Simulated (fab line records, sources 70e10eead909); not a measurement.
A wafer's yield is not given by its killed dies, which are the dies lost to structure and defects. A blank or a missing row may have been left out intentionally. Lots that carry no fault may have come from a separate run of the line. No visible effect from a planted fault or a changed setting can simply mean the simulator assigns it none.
fab line records -- flow nand-harc
[record] lots = 11, wafers = 33, last-day = 34
route steps=1302 shown A_CONTACT@1063 END@1302
lots that met no fault: taken from a fault-free run of the same line
start-h: start of the lot's first displayed wafer, in hours after the record's first day -- wait-h: hours elapsed since this lot's preceding step -- " as in the row above -- L1.1+2: a row that stands for several wafers -- - no value, or no start given -- * or withheld: withheld -- < > ~ a bound
route shown NAME@n: names a module that has steps shown in the file, with the first one's number in the route -- usual: mean/standard deviation of fault-free wafers -- same: alike in all rows -- chamber/n: place in a boat -- sites: readings site by site -- _std_site: the standard deviation of these -- _edge_site: mean of outer sites minus mean of inner sites -- radius-mm: for every site, how far away it sits from the centre of the wafer -- mask NAME#n: copy n -- behind: the tool/chamber that last shaped the wafer -- hold: the reason the lot was held/the length of the hold in hours/how it ended -- device: the transistor (n, p or np) that didn't switch -- end of line: tests of these same wafers at the route's end -- a step with no rows: only its recipe -- killed: not the wafer's yield, but the dies lost to structure and defects at the first sort -- map: a wafer's dies, marking killed ones x, the rest . and places with no die _
set.NAME: setting as actually run; set.NAME@STEP: the setting as run at that earlier step -- model.NAME: the simulator's own value behind a step, which no gauge read
steps of the route over a sample of lots; a table a step, a row a wafer
services: the hour from which a tool's chamber was out of use, counted from the record's first day as start-h (under 0 if before that day), plus the number of hours and why
[[steps]]
[step NHARC_A_CONTACT_ETCH_106]
[recipe] target-depth-a = 900, overetch-a = 90, time-s = 49.5, ion-energy-ev = 100, cf4-flow-sccm = 80, o2-flow-sccm = 20, ar-flow-sccm = 0, rf-w = 300, bias-w = 100, chemistry = CF4/O2
[usual] drypump-motor-current-A = 5.8/0.42, oes-product-au = 1.004/0.0069, rf-vpp-V = 198.1/1.3, run-length-s = 70.8/0.49, showerhead-plenum-p-Torr = 1.35/0.046, throttle-valve-pct = 13.398/0.0085
[same] time-s = 49.5
lot.wafer,tool,chamber,start-h,wait-h,drypump-motor-current-A,oes-product-au,rf-hours-counter-h,rf-vpp-V,run-length-s,showerhead-plenum-p-Torr,throttle-valve-pct
L874.2,rie-diel-11,0,505.24,0.1,5.4,1.004,23,195.1,71.0,1.24,13.393
L874.3,rie-diel-11,2,505.24,0.1,5.8,1.002,16,200.5,72.0,1.44,13.398
L874.5,rie-diel-11,0,505.24,0.1,5.3,1.004,-,195.5,70.8,1.24,13.413
L879.1,rie-diel-03,2,545.35,0.1,5.9,1.012,13,197.7,71.3,1.30,13.405
L879.3,rie-diel-03,3,545.35,0.1,6.5,1.003,13,197.2,70.4,1.38,13.375
L879.5,rie-diel-03,2,545.35,0.1,5.9,1.009,-,198.2,71.0,1.30,13.397
L880.2,rie-diel-03,0,571.23,0.1,5.3,0.999,13,196.4,70.3,1.35,13.408
L880.6,rie-diel-03,2,571.23,0.1,5.9,1.012,-,196.1,70.9,1.30,13.411
L880.5,rie-diel-03,3,571.23,0.1,6.5,1.002,-,198.9,70.3,1.38,13.394
L883.3,rie-diel-03,3,600.74,0.1,6.5,0.996,20,199.4,70.8,1.38,13.392
L883.4,rie-diel-03,1,600.74,0.1,6.1,1.007,20,199.2,70.8,1.39,13.396
L883.6,rie-diel-03,2,600.74,0.1,5.9,1.005,-,195.4,70.9,1.30,13.402
L889.1,rie-diel-03,0,645.18,0.1,5.2,0.990,0,198.1,70.2,1.34,13.395
L889.4,rie-diel-03,1,645.18,0.1,6.1,1.007,0,197.9,70.8,1.39,13.394
L889.3,rie-diel-03,2,645.18,0.1,5.9,0.990,0,198.5,70.8,1.30,13.394
L891.3,rie-diel-03,1,661.37,0.1,6.2,1.011,2,198.9,70.4,1.39,13.395
L891.4,rie-diel-03,2,661.37,0.1,5.9,1.012,2,196.4,70.9,1.30,13.393
L891.2,rie-diel-03,3,661.37,0.1,6.5,1.009,2,198.8,70.8,1.38,13.392
L895.3,rie-diel-11,2,695.49,0.1,5.8,1.012,24,200.1,71.8,1.43,13.385
L895.2,rie-diel-11,3,695.49,0.1,5.7,1.005,26,198.1,71.2,1.36,13.384
L895.1,rie-diel-11,0,695.49,0.1,5.3,1.000,20,199.9,70.8,1.44,13.395
L892.4,rie-diel-04,2,697.22,0.1,6.0,1.002,50,197.3,71.0,1.34,13.400
L892.3,rie-diel-04,1,697.22,0.1,5.7,1.007,59,198.2,70.8,1.35,13.410
L892.6,rie-diel-04,2,697.22,0.1,6.0,1.008,-,198.6,71.0,1.34,13.414
L894.2,rie-diel-03,1,712.52,0.1,6.1,1.011,10,199.7,70.5,1.38,13.401
L894.6,rie-diel-03,2,712.52,0.1,5.9,1.015,-,196.9,71.4,1.29,13.397
L894.5,rie-diel-03,3,712.52,0.1,6.5,1.012,-,199.8,70.2,1.37,13.386
L896.2,rie-diel-03,1,742.38,0.1,6.1,1.006,15,200.8,70.8,1.38,13.401
L896.5,rie-diel-03,2,742.38,0.1,5.9,1.016,-,196.3,71.1,1.29,13.399
L896.6,rie-diel-03,3,742.38,0.1,6.5,1.009,-,199.6,70.2,1.37,13.397
L897.3,rie-diel-04,1,744.18,0.0,5.7,1.005,9,198.1,70.7,1.35,13.387
L897.2,rie-diel-04,3,744.18,0.0,5.0,1.013,7,197.3,71.4,1.29,13.414
L897.6,rie-diel-04,1,744.18,0.0,5.7,1.004,-,197.4,70.7,1.35,13.400
[step NHARC_A_CONTACT_STRIP_82]
[recipe] o2-flow-sccm = 500, ar-flow-sccm = 0, bias-w = 0, chemistry = O2
[usual] drypump-motor-current-A = 5.8/0.41, oes-product-au = 1.002/0.0074, rf-vpp-V = 57.9/0.83, showerhead-plenum-p-Torr = 3.57/0.12, throttle-valve-pct = 17.036/0.0087
lot.wafer,tool,chamber,start-h,wait-h,drypump-motor-current-A,oes-product-au,rf-hours-counter-h,rf-vpp-V,showerhead-plenum-p-Torr,throttle-valve-pct
L874.2,rie-diel-11,1,-,-,5.8,1.004,19,58.8,3.40,17.042
L874.3,rie-diel-11,3,-,-,5.7,1.010,20,59.3,3.64,17.030
L874.5,rie-diel-11,2,-,-,5.8,0.997,-,57.5,3.80,17.030
L879.3,rie-diel-03,3,-,-,6.5,0.990,13,58.2,3.64,17.045
L879.1,rie-diel-03,2,-,-,5.9,1.004,13,57.1,3.44,17.051
L879.5,rie-diel-03,3,-,-,6.5,0.992,-,58.5,3.64,17.037
L880.2,rie-diel-03,2,-,-,5.9,1.010,15,59.0,3.44,17.033
L880.5,rie-diel-03,3,-,-,6.5,1.001,-,59.6,3.64,17.050
L880.6,rie-diel-03,0,-,-,5.3,1.011,-,57.4,3.55,17.037
L883.3,rie-diel-03,2,-,-,5.9,1.014,20,56.6,3.44,17.020
L883.4,rie-diel-03,3,-,-,6.5,1.008,20,57.8,3.63,17.037
L883.6,rie-diel-03,2,-,-,5.9,1.019,-,57.4,3.44,17.049
L889.3,rie-diel-03,0,-,-,5.3,0.998,0,57.7,3.55,17.036
L889.4,rie-diel-03,2,-,-,5.9,1.006,0,57.1,3.43,17.035
L889.1,rie-diel-03,3,-,-,6.5,1.008,0,58.4,3.63,17.042
L891.2,rie-diel-03,0,-,-,5.3,0.995,2,57.8,3.55,17.037
L891.3,rie-diel-03,1,-,-,6.1,1.006,2,57.5,3.66,17.031
L891.4,rie-diel-03,3,-,-,6.5,1.003,2,58.2,3.63,17.020
L895.2,rie-diel-11,0,-,-,5.3,1.006,20,58.4,3.80,17.023
L895.1,rie-diel-11,2,-,-,5.8,1.006,24,58.9,3.76,17.037
L895.3,rie-diel-11,3,-,-,5.7,0.996,26,58.5,3.60,17.025
L892.3,rie-diel-04,0,-,-,5.6,1.007,61,57.8,3.59,17.031
L892.4,rie-diel-04,2,-,-,6.0,0.998,50,56.8,3.55,17.042
L892.6,rie-diel-04,1,-,-,5.7,1.014,-,56.4,3.57,17.035
L894.2,rie-diel-03,0,-,-,5.3,1.002,9,58.9,3.54,17.043
L894.6,rie-diel-03,3,-,-,6.4,0.997,-,58.1,3.63,17.034
L894.5,rie-diel-03,0,-,-,5.3,1.000,-,57.0,3.54,17.028
L896.2,rie-diel-03,0,-,-,5.3,0.994,14,57.6,3.54,17.030
L896.5,rie-diel-03,1,-,-,6.1,0.995,-,58.7,3.65,17.034
L896.6,rie-diel-03,2,-,-,5.9,1.009,-,58.2,3.42,17.055
L897.2,rie-diel-04,0,-,-,5.6,0.999,8,57.1,3.59,17.019
L897.3,rie-diel-04,2,-,-,6.0,1.006,8,59.0,3.54,17.032
L897.6,rie-diel-04,1,-,-,5.7,1.009,-,58.6,3.56,17.043
[step NHARC_A_CONTACT_OVL_MEAS_09]
[usual] overlay-x-nm = -0.2/0.82, overlay-y-nm = 0.1/0.84
lot.wafer,tool,chamber,start-h,wait-h,overlay-x-nm,overlay-y-nm
L874.2,overlay-01,-,509.28,-,-0.3,-0.3
L874.3,overlay-01,-,509.28,-,-0.3,0.6
L874.5,overlay-01,-,509.28,-,-0.4,0.1
L879.1,overlay-02,-,548.70,-,-0.5,-0.9
L879.3,overlay-02,-,548.70,-,-1.1,-0.4
L879.5,overlay-02,-,548.70,-,-0.9,-1.0
L880.2,overlay-01,-,574.41,-,0.1,-0.8
L880.5,overlay-01,-,574.41,-,0.6,-0.6
L880.6,overlay-01,-,574.41,-,0.3,-0.2
L883.3,overlay-02,-,604.25,-,-0.4,0.1
L883.4,overlay-02,-,604.25,-,-0.3,-0.2
L883.6,overlay-02,-,604.25,-,-0.9,-0.1
L889.1,overlay-02,-,648.32,-,1.1,1.8
L889.3,overlay-02,-,648.32,-,1.0,1.5
L889.4,overlay-02,-,648.32,-,1.1,1.8
L891.2,overlay-02,-,664.59,-,-0.2,-1.5
L891.3,overlay-02,-,664.59,-,-0.1,-1.1
L891.4,overlay-02,-,664.59,-,-0.1,-1.0
L895.1,overlay-01,-,698.73,-,0.4,-0.6
L895.2,overlay-01,-,698.73,-,0.6,0.0
L895.3,overlay-01,-,698.73,-,0.2,-0.7
L892.3,overlay-01,-,701.28,-,-1.2,1.2
L892.4,overlay-01,-,701.28,-,-0.7,1.2
L892.6,overlay-01,-,701.28,-,-0.7,1.1
L894.2,overlay-01,-,715.58,-,-0.3,1.5
L894.5,overlay-01,-,715.58,-,-0.1,0.8
L894.6,overlay-01,-,715.58,-,-0.9,1.2
L896.2,overlay-02,-,750.19,-,-0.5,-0.2
L896.5,overlay-02,-,750.19,-,-0.6,-0.6
L896.6,overlay-02,-,750.19,-,-0.1,-0.4
L897.2,overlay-02,-,753.40,-,0.8,0.2
L897.3,overlay-02,-,753.40,-,0.4,-0.4
L897.6,overlay-02,-,753.40,-,1.2,-0.4
[step NHARC_A_CONTACT_ETCH_88]
[recipe] target-depth-a = 390, over-etch-frac = 0.3, time-s = 65, ion-energy-ev = 80, cf4-flow-sccm = 150, ar-flow-sccm = 0, rf-w = 300, bias-w = 100, chemistry = CF4
[usual] drypump-motor-current-A = 5.8/0.43, oes-product-au = 1.003/0.007, rf-vpp-V = 151.6/1, run-length-s = 86.3/0.48, showerhead-plenum-p-Torr = 1.79/0.058, throttle-valve-pct = 13.283/0.0082
lot.wafer,tool,chamber,start-h,wait-h,drypump-motor-current-A,oes-product-au,rf-hours-counter-h,rf-vpp-V,run-length-s,showerhead-plenum-p-Torr,throttle-valve-pct
L874.2,rie-diel-11,2,509.46,0.1,5.8,1.004,17,152.4,87.4,1.90,13.280
L874.3,rie-diel-11,3,509.46,0.1,5.7,1.015,21,152.4,86.7,1.82,13.283
L874.5,rie-diel-11,3,509.46,0.1,5.7,1.008,-,151.8,87.2,1.82,13.283
L879.3,rie-diel-03,3,548.88,0.1,6.5,1.009,13,151.8,68.9,1.82,13.289
L879.1,rie-diel-03,1,548.88,0.1,6.1,1.010,13,152.3,68.7,1.84,13.287
L879.5,rie-diel-03,0,548.88,0.1,5.3,1.001,-,151.3,68.4,1.78,13.294
L880.2,rie-diel-03,3,574.60,0.1,6.5,0.995,15,153.2,68.5,1.82,13.287
L880.6,rie-diel-03,3,574.60,0.1,6.5,1.002,-,151.5,69.1,1.82,13.305
L880.5,rie-diel-03,0,574.60,0.1,5.3,0.999,-,152.0,68.1,1.78,13.270
L883.3,rie-diel-04,1,605.44,1.1,5.7,0.996,23,151.1,86.2,1.80,13.279
L883.4,rie-diel-04,2,605.44,1.1,6.0,1.002,21,150.8,86.3,1.79,13.287
L883.6,rie-diel-04,2,605.44,1.1,6.0,1.005,-,151.5,86.4,1.79,13.293
L889.3,rie-diel-03,3,648.51,0.1,6.5,1.003,0,153.0,85.9,1.82,13.280
L889.1,rie-diel-03,0,648.51,0.1,5.2,1.001,0,150.1,85.6,1.78,13.281
L889.4,rie-diel-03,1,648.51,0.1,6.1,1.006,0,150.8,86.1,1.83,13.289
L891.4,rie-diel-03,2,664.78,0.1,5.9,1.008,2,150.8,86.5,1.72,13.273
L891.3,rie-diel-03,3,664.78,0.1,6.5,0.995,3,152.3,85.8,1.82,13.282
L891.2,rie-diel-03,0,664.78,0.1,5.3,0.998,2,151.3,86.1,1.78,13.277
L895.1,rie-diel-03,3,698.91,0.1,6.5,0.994,8,151.8,86.2,1.82,13.293
L895.3,rie-diel-03,1,698.91,0.1,6.1,1.004,7,150.9,86.3,1.83,13.291
L895.2,rie-diel-03,2,698.91,0.1,5.9,1.008,7,149.8,86.8,1.72,13.286
L892.3,rie-diel-03,3,701.47,0.1,6.5,1.010,8,151.0,86.1,1.82,13.285
L892.4,rie-diel-03,0,701.47,0.1,5.2,1.003,7,150.6,85.5,1.78,13.296
L892.6,rie-diel-03,2,701.47,0.1,5.9,1.002,-,151.8,86.2,1.72,13.289
L894.2,rie-diel-03,1,715.76,0.1,6.2,1.003,10,153.0,86.4,1.83,13.280
L894.5,rie-diel-03,1,715.76,0.1,6.1,1.001,-,153.0,86.1,1.83,13.280
L894.6,rie-diel-03,2,715.76,0.1,5.9,1.006,-,150.9,86.3,1.72,13.284
L896.2,rie-diel-03,3,750.38,0.1,6.5,1.005,15,151.4,86.4,1.82,13.280
L896.5,rie-diel-03,2,750.38,0.1,5.9,1.005,-,151.2,86.3,1.72,13.294
L896.6,rie-diel-03,3,750.38,0.1,6.5,1.000,-,154.1,86.4,1.82,13.298
L897.2,rie-diel-04,2,753.66,0.1,6.0,0.996,10,150.8,87.0,1.78,13.283
L897.3,rie-diel-04,0,753.66,0.1,5.6,0.992,10,152.0,85.8,1.80,13.279
L897.6,rie-diel-04,3,753.66,0.1,5.0,1.015,-,150.0,86.9,1.71,13.263
[step NHARC_END_SORT_01]
[recipe] temp-c = 25
[usual] killed-at-array = 62/16, killed-at-other = 0.8/1.1, killed-at-periphery = 4/3.2, killed-dies = 67/16, killed-open = 3.5/1.9, killed-short = 2.1/1.5
[same] gross-dies = 677
lot.wafer,tool,chamber,start-h,wait-h,killed-at-array,killed-at-other,killed-at-periphery,killed-dies,killed-open,killed-short
L879.1,prober-02,0,601.88,2.5,142,0,2,144,5,3
L879.3,prober-02,0,603.49,3.1,180,0,1,181,1,2
L879.5,prober-02,0,605.11,3.7,212,0,4,216,5,2
L880.2,prober-01,0,632.03,2.8,235,3,7,245,8,2
L880.5,prober-01,0,634.42,3.7,153,2,8,163,1,4
L880.6,prober-01,0,635.21,4.0,180,1,4,185,2,1
// killed by level:class
L879.1 A_CONTACT:area-etch=110 A_STAIRCASE:chamber-film-flake=9 A_CHANNEL_HOLE_D2:chamber-film-flake=8 A_CHANNEL_HOLE_D1:chamber-film-flake=5 A_CONTACT:geometric-particle:short=2 A_CONTACT:chamber-film-flake=2 P_CONTACT:geometric-particle:open=1 P_M0:geometric-particle:open=1
L879.3 A_CONTACT:area-etch=148 A_CHANNEL_HOLE_D2:chamber-film-flake=10 A_STAIRCASE:chamber-film-flake=6 A_CHANNEL_HOLE_D1:chamber-film-flake=4 A_CHANNEL_FILL_D2:chamber-film-flake=3 A_CONTACT:chamber-film-flake=3 A_ONON_D2:geometric-particle:short=1 A_CHANNEL_FILL_D2:geometric-particle:short=1
L879.5 A_CONTACT:area-etch=177 A_CHANNEL_HOLE_D2:chamber-film-flake=13 A_STAIRCASE:chamber-film-flake=7 A_SLIT:chamber-film-flake=2 A_CONTACT:chamber-film-flake=2 P_CONTACT:geometric-particle:open=1 P_M1:geometric-particle:open=1 A_ONON_D1:geometric-particle:open=1
L880.2 A_CONTACT:area-etch=178 A_CHANNEL_HOLE_D1:chamber-film-flake=36 A_CHANNEL_HOLE_D2:chamber-film-flake=9 P_ZERO_WELL:chamber-film-flake=4 A_CONTACT:geometric-particle:open=3 A_CHANNEL_FILL_D1:geometric-particle:open=2 A_CONTACT:chamber-film-flake=2 THIN_TSV:chamber-film-flake=2
L880.5 A_CONTACT:area-etch=91 A_CHANNEL_HOLE_D1:chamber-film-flake=32 A_CHANNEL_HOLE_D2:chamber-film-flake=15 P_CONTACT:chamber-film-flake=4 A_CHANNEL_FILL_D1:geometric-particle:short=3 P_ZERO_WELL:chamber-film-flake=3 A_WL_FILL:chamber-film-flake=3 A_SLIT:chamber-film-flake=2
L880.6 A_CONTACT:area-etch=117 A_CHANNEL_HOLE_D1:chamber-film-flake=36 A_CHANNEL_HOLE_D2:chamber-film-flake=15 P_CONTACT:chamber-film-flake=4 A_CHANNEL_FILL_D2:chamber-film-flake=2 A_WL_FILL:chamber-film-flake=2 A_CONTACT:chamber-film-flake=2 A_CHANNEL_HOLE_D1:geometric-particle:short=1
[[services]]
tool,chamber,start-h,hours,kind
rie-diel-03,0,492.42,-,clean
rie-diel-03,1,492.42,-,clean
rie-diel-03,2,492.42,-,clean
rie-diel-03,3,492.42,-,clean
rie-diel-11,2,499.34,4.3,repair
rie-diel-03,0,516.92,-,clean
rie-diel-03,1,516.92,-,clean
rie-diel-03,2,516.92,-,clean
rie-diel-03,3,516.92,-,clean
rie-diel-04,-,531.90,9.0,pm
rie-diel-03,0,541.42,-,clean
rie-diel-03,1,541.42,-,clean
rie-diel-03,2,541.42,-,clean
rie-diel-03,3,541.42,-,clean
rie-diel-03,0,565.92,-,clean
rie-diel-03,1,565.92,-,clean
rie-diel-03,0,583.13,5.1,repair
rie-diel-11,1,593.13,14.8,repair
rie-diel-11,-,612.05,9.0,pm
rie-diel-11,3,632.52,1.7,repair
rie-diel-03,-,635.30,9.0,pm
rie-diel-04,-,708.90,9.0,pm
rie-diel-11,2,714.40,3.5,repair
rie-diel-03,0,718.40,1.2,repair
[[key]]
[first-sign] step = NHARC_A_CONTACT_ETCH_88, reading = run-length-s, direction = down, sigmas = 36, usual = *, struck = *
[effect] step = NHARC_END_SORT_01, reading = killed-at-array, direction = up, sigmas = 7.5, usual = 62, struck = 184
[more-kills-born-at] NHARC_A_CONTACT_ETCH_88@rie-diel-03 = 821
met-at NHARC_A_CONTACT_ETCH_88
struck-lots L879,L880
tester-left-out L879,L880
not-acting-at NHARC_A_CONTACT_ETCH_106,NHARC_A_CONTACT_STRIP_82,NHARC_A_CONTACT_OVL_MEAS_09
[fault] kind = process-parameter-drift, tool = rie-diel-03, chamber = -, onset-h = 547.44, steps = NHARC_A_CONTACT_ETCH_88, channel = time-s, offset = *, shape = step, end-h = 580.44, acts-in = *, stated = *
// tester-left-out: of these lots the tester's yield and bins aren't shown, on N5 and GAA mostly nor the transistor test; their killed dies are dies lost to structure and defects alone, not to doping, threshold or leakage, so they don't give the yield
